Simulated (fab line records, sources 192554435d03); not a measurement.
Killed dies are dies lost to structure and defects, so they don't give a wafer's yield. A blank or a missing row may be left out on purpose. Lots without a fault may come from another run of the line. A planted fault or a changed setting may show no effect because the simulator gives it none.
fab line records | flow n5_finfet
record lots=6 wafers=18 last_day=18
route steps=1938 shown FIN_SAQP@96 BEOL_M4@1111 PASSIVATION@1936
lots that met no fault: from a run of the same line without faults
start_h: hours from the record's first day to the start of the lot's first wafer shown | wait_h: hours since the lot's step before | " the same as in the row above | L1.1+2: a row that stands for several wafers | - no value, or no start given | * or withheld: withheld | < > ~ a bound
route shown NAME@n: a module of which the file shows steps, and the number in the route of the first | usual: mean/standard deviation of fault-free wafers | same: alike in all rows | chamber/n: place in a boat | sites: the reading at each site | _std_site: their standard deviation | _edge_site: outer sites' mean less inner sites' | radius_mm: how far each site lies from the wafer's centre | mask NAME#n: copy n | behind: the tool/chamber that last shaped the wafer | hold: why the lot was held/for how many hours/how that ended | device: the transistor (n, p or np) that didn't switch | end of line: the same wafers' tests at the end of the route | a step without rows: its recipe alone | killed: dies lost to structure and defects at the first sort, not the wafer's yield | map: a wafer's dies, x killed, . not, _ none there
set.NAME: the setting as run; set.NAME@STEP: as run at that earlier step | model.NAME: the simulator's own value behind a step, which no gauge read
lots at some steps of the route; a table a step, a row a wafer
services: from which hour (start_h, from the record's first day; less than 0 if before it) a tool's chamber was out of use, for how many hours, and why
## steps
# step N5_FIN_SAQP_HM_DEP_03
# recipe material=SiNx target_thk_a=380 temp_c=400 precursor=SiH4/NH3/N2 pressure_torr=1.5 rf_w=300 time_s=33.6
# usual heater_power_w=787/130 showerhead_plenum_p_Torr=5.16/0.073 throttle_valve_pct=39.1/1.7
# columns lot.wafer tool chamber start_h wait_h heater_power_w showerhead_plenum_p_Torr throttle_valve_pct
L920.1 pecvd-03 2 33.41 0.2 955 5.24 36.8
L920.4 " 1 " " 674 5.16 40.9
L920.6 " 2 " " 946 5.26 36.8
L923.1 pecvd-01 0 53.05 0.2 903 5.26 37.0
L923.2 " 2 " " 904 5.02 40.1
L923.6 " 1 " " 899 5.15 41.3
L935.4 pecvd-04 2 123.27 0.1 548 5.09 38.0
L935.5 " 0 " " 738 5.09 39.7
L935.6 " 1 " " 717 5.17 40.7
L936.4 pecvd-01 2 129.58 0.1 843 5.01 40.1
L936.5 " 0 " " 901 5.26 37.5
L936.6 " 1 " " 890 5.18 41.3
L937.1 pecvd-03 0 136.29 0.2 579 5.20 37.4
L937.5 " 1 " " 757 5.16 41.0
L937.6 " 2 " " 1011 5.24 37.3
L939.1 pecvd-01 1 146.82 0.2 908 5.19 41.2
L939.5 " 1 " " 914 5.18 41.3
L939.6 " 2 " " 946 5.02 40.0
# step N5_FIN_SAQP_THK_MEAS_05
# usual thk_nm=38.0/0.51
# columns lot.wafer tool chamber start_h wait_h thk_nm
L920.1 film_metro-02 - 33.50 0.1 37.5
L920.4 " - " " 37.7
L920.6 " - " " 38.2
L923.1 film_metro-01 - 53.13 0.1 38.0
L923.2 " - " " 38.2
L923.6 " - " " 38.4
L935.4 film_metro-02 - 123.33 0.0 37.8
L935.5 " - " " 38.2
L935.6 " - " " 37.9
L936.4 film_metro-01 - 129.64 0.0 38.5
L936.5 " - " " 38.9
L936.6 " - " " 38.3
L937.1 film_metro-01 - 136.38 0.1 37.5
L937.5 " - " " 38.0
L937.6 " - " " 37.8
L939.1 film_metro-01 - 146.91 0.1 37.1
L939.5 " - " " 37.8
L939.6 " - " " 37.7
# step N5_FIN_SAQP_PECVD_47
# recipe material=a-Si target_thk_a=450 temp_c=400 precursor=SiH4/He pressure_torr=3 rf_w=100 time_s=36.3
# usual heater_power_w=838/120 showerhead_plenum_p_Torr=5.68/0.051 throttle_valve_pct=17.8/0.73
# columns lot.wafer tool chamber start_h wait_h heater_power_w showerhead_plenum_p_Torr throttle_valve_pct
L920.1 pecvd-04 0 33.54 0.0 763 5.65 18.3
L920.4 " 2 " " 648 5.63 16.8
L920.6 " 1 " " 863 5.69 18.6
L923.1 pecvd-03 0 53.17 0.0 758 5.70 16.6
L923.2 " 2 " " 922 5.74 17.0
L923.6 " 2 " " 959 5.75 16.8
L935.4 pecvd-03 0 123.39 0.1 685 5.73 17.0
L935.5 " 2 " " 1000 5.74 16.8
L935.6 " 1 " " 748 5.69 19.0
L936.4 pecvd-04 2 129.70 0.1 615 5.63 17.2
L936.5 " 0 " " 863 5.63 17.9
L936.6 " 1 " " 793 5.70 18.5
L937.1 pecvd-04 2 136.41 0.0 628 5.64 17.2
L937.5 " 1 " " 839 5.70 18.3
L937.6 " 0 " " 893 5.63 18.1
L939.1 pecvd-03 1 146.95 0.0 708 5.68 18.5
L939.5 " 1 " " 692 5.68 18.8
L939.6 " 0 " " 733 5.72 16.9
# step N5_FIN_SAQP_PECVD_48
# recipe material=SiNx target_thk_a=250 temp_c=400 precursor=SiH4/NH3/N2 pressure_torr=1.5 rf_w=300 time_s=22.1
# usual heater_power_w=765/120 showerhead_plenum_p_Torr=5.16/0.069 throttle_valve_pct=39.1/1.6
# columns lot.wafer tool chamber start_h wait_h heater_power_w showerhead_plenum_p_Torr throttle_valve_pct
L920.1 pecvd-04 0 33.58 0.0 788 5.11 40.0
L920.4 " 2 " " 635 5.11 37.4
L920.6 " 1 " " 800 5.16 40.8
L923.1 pecvd-03 0 53.21 0.0 646 5.22 37.0
L923.2 " 2 " " 927 5.25 37.1
L923.6 " 2 " " 945 5.26 36.9
L935.4 pecvd-03 0 123.43 0.0 697 5.21 36.8
L935.5 " 2 " " 1018 5.24 37.2
L935.6 " 1 " " 733 5.17 41.0
L936.4 pecvd-04 2 129.74 0.0 562 5.09 38.0
L936.5 " 0 " " 736 5.10 39.9
L936.6 " 1 " " 682 5.18 40.4
L937.1 pecvd-04 2 136.45 0.0 633 5.08 38.3
L937.5 " 1 " " 733 5.16 40.5
L937.6 " 0 " " 764 5.09 39.9
L939.1 pecvd-03 1 146.99 0.0 747 5.17 41.0
L939.5 " 1 " " 742 5.16 40.7
L939.6 " 0 " " 595 5.22 37.2
# step N5_FIN_SAQP_PECVD_06
# recipe material=a-Si target_thk_a=600 temp_c=400 precursor=SiH4/He pressure_torr=3 rf_w=100 time_s=48.1
# usual heater_power_w=834/130 showerhead_plenum_p_Torr=5.68/0.051 throttle_valve_pct=17.8/0.74
# columns lot.wafer tool chamber start_h wait_h heater_power_w showerhead_plenum_p_Torr throttle_valve_pct
L920.1 pecvd-04 0 33.62 0.0 858 5.65 18.3
L920.4 " 2 " " 656 5.63 16.9
L920.6 " 1 " " 793 5.69 18.3
L923.1 pecvd-03 0 53.25 0.0 723 5.73 17.0
L923.2 " 2 " " 949 5.76 17.0
L923.6 " 2 " " 936 5.76 16.7
L935.4 pecvd-03 0 123.48 0.0 719 5.73 16.9
L935.5 " 2 " " 1083 5.74 17.2
L935.6 " 1 " " 812 5.68 18.5
L936.4 pecvd-04 2 129.79 0.0 619 5.63 17.3
L936.5 " 0 " " 849 5.61 18.4
L936.6 " 1 " " 860 5.69 18.4
L937.1 pecvd-04 2 136.49 0.0 714 5.65 17.5
L937.5 " 1 " " 843 5.69 18.5
L937.6 " 0 " " 854 5.64 18.0
L939.1 pecvd-03 1 147.03 0.0 758 5.69 18.5
L939.5 " 1 " " 763 5.68 18.4
L939.6 " 0 " " 716 5.71 17.0
# step N5_FIN_SAQP_THK_MEAS_07
# usual thk_nm=59.9/0.75
# columns lot.wafer tool chamber start_h wait_h thk_nm
L920.1 film_metro-02 - 33.71 0.1 59.3
L920.4 " - " " 61.6
L920.6 " - " " 60.4
L923.1 film_metro-02 - 53.34 0.1 59.1
L923.2 " - " " 60.0
L923.6 " - " " 60.3
L935.4 film_metro-01 - 123.54 0.0 60.4
L935.5 " - " " 60.0
L935.6 " - " " 60.2
L936.4 film_metro-01 - 129.85 0.0 60.5
L936.5 " - " " 60.2
L936.6 " - " " 59.5
L937.1 film_metro-01 - 136.58 0.1 59.7
L937.5 " - " " 60.0
L937.6 " - " " 60.4
L939.1 film_metro-02 - 147.12 0.1 59.1
L939.5 " - " " 60.4
L939.6 " - " " 59.0
# step N5_FIN_SAQP_HM_DEP_72
# recipe material=SiO2 target_thk_a=120 temp_c=400 precursor=SiH4/N2O pressure_torr=0.75 rf_w=275 time_s=7.2
# usual heater_power_w=783/120 showerhead_plenum_p_Torr=8.18/0.15
# columns lot.wafer tool chamber start_h wait_h heater_power_w showerhead_plenum_p_Torr
L920.1 pecvd-01 1 33.74 0.0 857 8.22
L920.4 " 0 " " 771 8.39
L920.6 " 1 " " 864 8.22
L923.1 pecvd-04 0 53.38 0.0 812 8.07
L923.2 " 2 " " 641 8.06
L923.6 " 0 " " 793 8.07
L935.4 pecvd-01 1 123.60 0.1 825 8.18
L935.5 " 0 " " 895 8.36
L935.6 " 2 " " 892 7.87
L936.4 pecvd-03 0 129.91 0.1 668 8.30
L936.5 " 1 " " 767 8.18
L936.6 " 2 " " 1015 8.38
L937.1 pecvd-01 1 136.62 0.0 932 8.23
L937.5 " 2 " " 800 7.88
L937.6 " 0 " " 838 8.38
L939.1 pecvd-01 1 147.15 0.0 865 8.23
L939.5 " 2 " " 871 7.90
L939.6 " 1 " " 848 8.23
# step N5_FIN_SAQP_COAT_49
# recipe resist=SOC temp_c=250 time_s=60 spin_rpm=1500 resist_thk_nm=100
# step N5_FIN_SAQP_COAT_50
# recipe resist=SiARC temp_c=220 time_s=60 spin_rpm=1500 resist_thk_nm=35
# step N5_FIN_SAQP_COAT_10
# recipe resist=CAR-ArF spin_rpm=1500 resist_thk_nm=90
# step N5_FIN_SAQP_EBR_12
# recipe solvent=PGMEA ebr_width_mm=1.5
# step N5_FIN_SAQP_SOFTBAKE_11
# recipe temp_c=110 time_s=60 resist=CAR-ArF
# step N5_FIN_SAQP_EXPOSE_13
# recipe mask_id=FIN_CORE na=1.35 source_shape=dipole sigma_inner=0.538 sigma_outer=0.738 polarization=te target_cd_nm=35.6 dose_mj=63.25
# usual exposure_dose_mJ_cm2=63.24/0.066
# columns lot.wafer tool chamber start_h wait_h mask exposure_dose_mJ_cm2
L920.1 arfi_scanner-03 0 33.96 - FIN_CORE#0 63.20
L920.4 " 0 " " FIN_CORE#0 63.16
L920.6 " 0 " " FIN_CORE#0 63.24
L923.1 arfi_scanner-02 0 53.70 - FIN_CORE#0 63.27
L923.2 " 0 " " FIN_CORE#0 63.30
L923.6 " 0 " " FIN_CORE#0 63.27
L935.4 arfi_scanner-02 0 123.92 - FIN_CORE#0 64.56
L935.5 " 0 " " FIN_CORE#0 64.61
L935.6 " 0 " " FIN_CORE#0 64.62
L936.4 arfi_scanner-01 0 130.23 - FIN_CORE#0 63.14
L936.5 " 0 " " FIN_CORE#0 63.12
L936.6 " 0 " " FIN_CORE#0 63.15
L937.1 arfi_scanner-02 0 136.94 - FIN_CORE#0 64.20
L937.5 " 0 " " FIN_CORE#0 64.27
L937.6 " 0 " " FIN_CORE#0 64.12
L939.1 arfi_scanner-03 0 147.47 - FIN_CORE#0 63.23
L939.5 " 0 " " FIN_CORE#0 63.30
L939.6 " 0 " " FIN_CORE#0 63.24
# step N5_FIN_SAQP_PEB_14
# recipe peb_temp_c=withheld peb_time_s=60 resist=CAR-ArF
# step N5_BEOL_M4_RC_MEAS_101
# usual DIBL_N=36.0/1.9 DIBL_P=36.0/2.1 IOFF_N=0.155/0.029 IOFF_P=0.20/0.032 ION_N=672/11 ION_P=461/6.9 SS_N=71.5/0.58 SS_P=73.2/0.64 VT_N=250.4/2.9 VT_P=-251.0/2.8
# columns lot.wafer tool chamber start_h wait_h DIBL_N[mV/V] DIBL_P[mV/V] IOFF_N[nA/um] IOFF_P[nA/um] ION_N[uA/um] ION_P[uA/um] SS_N[mV/dec] SS_P[mV/dec] VT_N[mV] VT_P[mV]
L920.1 prober-01 0 187.06 0.0 36.1 36.3 0.174 0.23 690 476 72.4 73.1 246.6 -248.7
L920.4 " 0 " " 34.4 34.7 0.150 0.21 684 469 71.1 72.3 249.3 -247.0
L920.6 " 0 " " 34.0 34.5 0.143 0.21 675 465 71.5 72.9 249.5 -247.9
L923.1 prober-02 0 214.31 0.0 40.1 40.3 0.224 0.27 675 464 72.9 74.0 247.6 -248.9
L923.2 " 0 " " 38.9 38.8 0.185 0.25 682 472 71.4 73.7 250.4 -247.6
L923.6 " 0 " " 39.9 39.2 0.214 0.26 674 461 71.1 73.9 247.6 -245.5
L936.4 prober-02 0 284.41 0.5 38.2 40.0 0.201 0.27 676 464 71.9 74.5 245.8 -249.1
L936.5 " 0 " " 35.0 36.1 0.141 0.20 674 467 71.2 73.0 250.2 -248.6
L936.6 " 0 " " 39.1 39.4 0.211 0.25 679 462 72.5 74.7 246.1 -246.8
L935.4 prober-01 0 285.65 0.5 34.1 35.4 0.123 0.16 668 456 71.3 72.9 253.4 -256.1
L935.5 " 0 " " 35.9 37.6 0.153 0.19 677 465 71.7 73.3 248.6 -254.5
L935.6 " 0 " " 33.2 34.1 0.113 0.15 664 459 71.1 73.1 254.9 -258.0
L937.1 prober-02 0 288.05 0.0 35.9 37.5 0.160 0.22 675 470 72.3 73.6 250.3 -247.6
L937.5 " 0 " " 32.6 33.5 0.113 0.17 661 468 70.2 72.8 253.6 -252.7
L937.6 " 0 " " 33.1 33.1 0.117 0.17 650 450 71.0 72.5 253.9 -252.3
L939.1 prober-02 0 311.89 0.0 34.8 34.8 0.151 0.21 676 463 71.3 72.6 251.0 -250.0
L939.5 " 0 " " 33.5 33.6 0.134 0.19 677 468 71.2 72.5 252.4 -247.9
L939.6 " 0 " " 33.5 33.8 0.130 0.18 673 463 71.0 71.8 253.3 -252.4
# step N5_PASSIVATION_PROBE_49
# usual defect_limited_yield=91.0/1.5 killed_at_M0_to_M3=33/9.4 killed_at_M4_up=14/4.8 killed_at_contacts=13/7.3 killed_at_front_end=43/13 killed_at_other=3.6/2.9 killed_dies=106/18 killed_open=69/13 killed_short=35/8.2 sort_bin_5_function=5.3/1 sort_bin_6_memory=3.3/0.68 sort_bin_8_speed=0.01/0.027 sort_n_pass=1074/18 sort_yield_pct=91.0/1.5
# same gross_dies=1180 killed_at_back_side=0 sort_bin_4_leakage[%]=0
# columns lot.wafer tool chamber start_h wait_h defect_limited_yield[%] killed_at_M0_to_M3 killed_at_M4_up killed_at_contacts killed_at_front_end killed_at_other killed_dies killed_open killed_short sort_bin_5_function[%] sort_bin_6_memory[%] sort_bin_8_speed[%] sort_n_pass sort_yield_pct[%]
L936.4 prober-01 - 390.33 0.2 91.6 27 9 13 48 2 99 61 37 5.3 2.9 0 1081 91.6
L936.5 prober-01 - 390.38 0.2 91.4 24 18 24 32 3 101 68 32 4.5 3.6 0 1079 91.4
L936.6 prober-01 - 390.43 0.3 92.6 21 9 5 49 3 87 55 31 4.3 2.5 0 1093 92.6
# killed by level:class
L936.4 STI_FIN_REVEAL:geometric_particle:open=15 FIN_SAQP:geometric_particle:short=13 MOL_CONTACT_COAG:geometric_particle:open=11 BEOL_M0_SAQP:geometric_particle:open=10 GATE_CUT:geometric_particle:short=6 BEOL_M0_SAQP:geometric_particle:short=4 BEOL_M0:geometric_particle:open=4 BEOL_M1:geometric_particle:open=4
L936.5 MOL_CONTACT_COAG:geometric_particle:open=18 FIN_SAQP:geometric_particle:open=9 FIN_SAQP:geometric_particle:short=8 BEOL_M0_SAQP:geometric_particle:short=8 BEOL_M0_SAQP:geometric_particle:open=7 MOL_CONTACT_COAG:geometric_particle:short=6 BEOL_M0:geometric_particle:open=6 BEOL_M8:geometric_particle:open=4
L936.6 STI_FIN_REVEAL:geometric_particle:open=26 STI_FIN_REVEAL:geometric_particle:short=8 BEOL_M0_SAQP:geometric_particle:open=5 FIN_SAQP:geometric_particle:short=4 MOL_CONTACT_COAG:geometric_particle:open=4 BEOL_M1:geometric_particle:open=4 ILD0:geometric_particle:short=3 GATE_CUT:geometric_particle:short=3
## services
# columns tool chamber start_h hours kind
arfi_scanner-01 - 17.72 0.8 pm
arfi_scanner-02 - 23.48 0.8 pm
arfi_scanner-01 - 24.30 4.9 pm
pecvd-03 2 24.85 7.1 repair
arfi_scanner-02 - 25.23 0.8 pm
arfi_scanner-02 - 26.95 1.3 pm
pecvd-01 - 32.18 1.5 repair
arfi_scanner-03 - 32.80 1.0 pm
arfi_scanner-01 - 33.28 1.3 pm
pecvd-01 1 38.17 2.1 scheduled_down
arfi_scanner-03 - 40.31 3.9 pm
pecvd-04 - 53.76 0.7 repair
pecvd-01 - 60.67 1.1 repair
arfi_scanner-01 - 64.14 5.4 repair
arfi_scanner-02 - 68.04 1.0 pm
arfi_scanner-03 - 73.47 16.7 repair
arfi_scanner-01 - 75.30 6.8 repair
arfi_scanner-03 - 102.06 0.8 pm
arfi_scanner-03 - 103.20 17.3 pm
pecvd-04 0 116.33 2.1 scheduled_down
arfi_scanner-01 - 121.90 1.0 pm
arfi_scanner-03 - 130.06 1.3 pm
pecvd-03 - 136.71 1.1 repair
pecvd-03 - 145.76 1.0 repair
## key
first_sign step=N5_FIN_SAQP_EXPOSE_13 reading=exposure_dose_mJ_cm2 direction=up sigmas=18 usual=63.24 struck=64.40
effect none on later readings
met_at N5_FIN_SAQP_EXPOSE_13
struck_wafers L935.4,L935.5,L935.6,L937.1,L937.5,L937.6
loop_trim step=N5_FIN_SAQP_EXPOSE_13 setting=dose lots=L937
onset_between 53.70 123.92
fault kind=process_parameter_drift tool=arfi_scanner-02 chamber=- onset_h=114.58 steps=N5_FIN_SAQP_EXPOSE_13 channel=dose_mj offset=1.2745 shape=step acts_in=these_recipes_only stated=63.25
# loop_trim: a control loop set the setting to another value than it would have without faults
